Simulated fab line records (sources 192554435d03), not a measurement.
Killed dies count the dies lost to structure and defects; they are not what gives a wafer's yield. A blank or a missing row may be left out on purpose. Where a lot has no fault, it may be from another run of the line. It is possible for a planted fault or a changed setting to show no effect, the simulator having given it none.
One fault seen from 2 desks    flow n5Finfet    each desk has only its own numbers; what lay behind them comes last

== DESK OF THE TOOL OWNER: lithoTrack-04 ==
The tool's own readings at N5_BEOL_M9_COAT_59 (time 60 s, resist thk 100 nm): means of the sampled wafers that have a number, for each lot that ran on this tool. Any lot whose mean is over 4 standard deviations away from the usual mean is out of limits and marked OUT; that distance is given in the brackets.
Columns: A = spinSpeedRpm at N5_BEOL_M9_COAT_59, usual 1500.2 rpm
lot   first seen here  A
L472  day 10 12:14     1500.3
L474  day 10 12:20     1499.0
L473  day 10 15:04     1500.1
L477  day 11 15:10     1500.0
L484  day 13 11:44     1564.6 (+59) OUT
L487  day 14 14:32     1565.8 (+60) OUT
This desk's verdict: out of limits on L484, L487, starting with L484 at day 13 11:44 (spinSpeedRpm at N5_BEOL_M9_COAT_59). L472, L474, L473, L477 stayed within limits.

== METROLOGY DESK ==
What the gauges read for every lot (on any tool): the sampled wafers with a number, averaged. Any lot whose mean is over 4 standard deviations away from the usual mean is out of limits and marked OUT; that distance is given in the brackets.
Columns: A = cdNm at N5_BEOL_M9_CD_MEAS_11, usual 64.0 nm
lot   first seen here  A
L470  day 10 08:36     64.8
L472  day 10 12:36     63.7
L471  day 10 12:38     63.9
L474  day 10 12:41     64.6
L473  day 10 15:19     63.9
L477  day 11 15:24     64.9
L479  day 13 00:34     63.7
L484  day 13 12:06     64.0
L487  day 14 14:47     63.7
L489  day 15 04:25     64.6
L490  day 15 07:11     63.6
L491  day 15 11:19     64.6
This desk's verdict: no lot among the 12 shows anything out of limits.

== BROUGHT TOGETHER ==
At day 13 11:44, on L484, L487, the tool owner's desk was in a position to raise an alarm.
Nothing out of limits was seen by the metrology desk.
The metrology desk holds a record of L484, L487, inside its limits.
On lithoTrack-04, each named lot ran N5_BEOL_M9_COAT_59.

== WHAT HAD BEEN PUT IN BY THE SIMULATOR ==
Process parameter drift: lithoTrack-04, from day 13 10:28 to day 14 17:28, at N5_BEOL_M9_COAT_59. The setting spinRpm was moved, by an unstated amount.
Lots struck among those shown: L484, L487.
Delay in hours, fault start to first out-of-limits reading, by desk: the tool owner's desk at 1.
